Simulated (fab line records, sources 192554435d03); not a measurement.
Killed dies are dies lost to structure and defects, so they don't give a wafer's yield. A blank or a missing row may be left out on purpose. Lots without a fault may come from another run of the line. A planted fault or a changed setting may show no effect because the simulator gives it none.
Split-lot experiment | flow n5_finfet | 7 lots, 21 wafers read, on a route of 1938 steps

THE SPLIT
At N5_PASSIVATION_VIA_ETCH_13 (etches SiO2 in CHF3/O2, target depth 660 nm, time 330 s), the setting bias_w was moved away from the recipe's 170 W on 5 of the 21 wafers read, by -12.7% to -9.4%. The other wafers ran this setting at the recipe's value.

The reading is taken at the split's own step.

THE READING
rf_vpp_V, in V, at N5_PASSIVATION_VIA_ETCH_13 (etches SiO2 in CHF3/O2, target depth 660 nm, time 330 s). Fault-free wafers of this fab line usually give 521 V, standard deviation 3.4 V.

wafer  | tool, chamber at the split | bias_w as run, W | against the recipe | rf_vpp_V, V | against lot-mates on the recipe
L074.1 | rie_diel-05, 1             | 170              | recipe             | 520         | -
L074.5 | rie_diel-05, 3             | 170              | recipe             | 526         | -
L074.6 | rie_diel-05, 0             | 170              | recipe             | 524         | -
L076.4 | rie_diel-02, 0             | 170              | recipe             | 518         | -
L076.5 | rie_diel-02, 2             | 170              | recipe             | 519         | -
L076.6 | rie_diel-02, 1             | 170              | recipe             | 518         | -
L081.3 | rie_diel-06, 3             | 170              | recipe             | 518         | -
L081.5 | rie_diel-06, 3             | 148.4            | -12.7%             | 464         | -58
L081.6 | rie_diel-06, 2             | 170              | recipe             | 525         | -
L086.1 | rie_diel-02, 3             | 154              | -9.4%              | 484         | -34
L086.3 | rie_diel-02, 1             | 154              | -9.4%              | 479         | -39
L086.6 | rie_diel-02, 0             | 170              | recipe             | 518         | -
L089.1 | rie_diel-05, 1             | 170              | recipe             | 518         | -
L089.2 | rie_diel-05, 0             | 170              | recipe             | 524         | -
L089.4 | rie_diel-05, 2             | 170              | recipe             | 526         | -
L090.1 | rie_diel-06, 1             | 153.8            | -9.5%              | 482         | -32
L090.3 | rie_diel-06, 3             | 153.8            | -9.5%              | 476         | -38
L090.5 | rie_diel-06, 3             | 170              | recipe             | 514         | -
L091.2 | rie_diel-06, 3             | 170              | recipe             | 515         | -
L091.4 | rie_diel-06, 0             | 170              | recipe             | 521         | -
L091.5 | rie_diel-06, 3             | 170              | recipe             | 516         | -

THE FIT
A straight line over all 21 wafers: rf_vpp_V changes by +4.27 V for each +1% of bias_w; r = +0.98; the points scatter about the line by 3.8 V.
The same after taking each lot's own level away (the mean of its wafers on the recipe; 21 wafers): +4.02 V for each +1%; r = +0.99; scatter 3.2 V.
On that fit, the largest move of bias_w shifts the reading by 51 V.
The lots' own levels span 514.0 to 523.3 V, that is 2.7 times the standard deviation above.
So the lot-to-lot level changes the slope little: the two slopes agree.
Check: with one of the wafers moved furthest among these (-12.7%) left out of the fit, the line predicts -48 V for it against its lot-mates. It came out at -57.5 V against them.
Tool readings at the split's step, against how far the setting was moved: rf_vpp_V r = +0.98.

OTHER SPLITS ON THESE WAFERS
These wafers also went through other splits before the reading. Each is held against what the fit with the lots' levels taken away leaves over:
other split on the same wafers | wafers away from the commonest value | r with rf_vpp_V (lot level and that fit taken away)
N5_BEOL_M12_SPUTTER_44 time_s  | 4                                    | +0.25
N5_BEOL_M13_EXPOSE_07 dose_mj  | 8                                    | +0.06
N5_BEOL_M14_PEB_26 peb_temp_c  | 8                                    | -0.01
N5_BEOL_M14_ETCH_68 time_s     | 5                                    | +0.09
N5_BEOL_M15_PEB_26 peb_temp_c  | 7                                    | -0.15

THE FILE'S OWN FIT
rf_vpp_V changes by +4.14 V for each +1% of bias_w, r = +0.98.
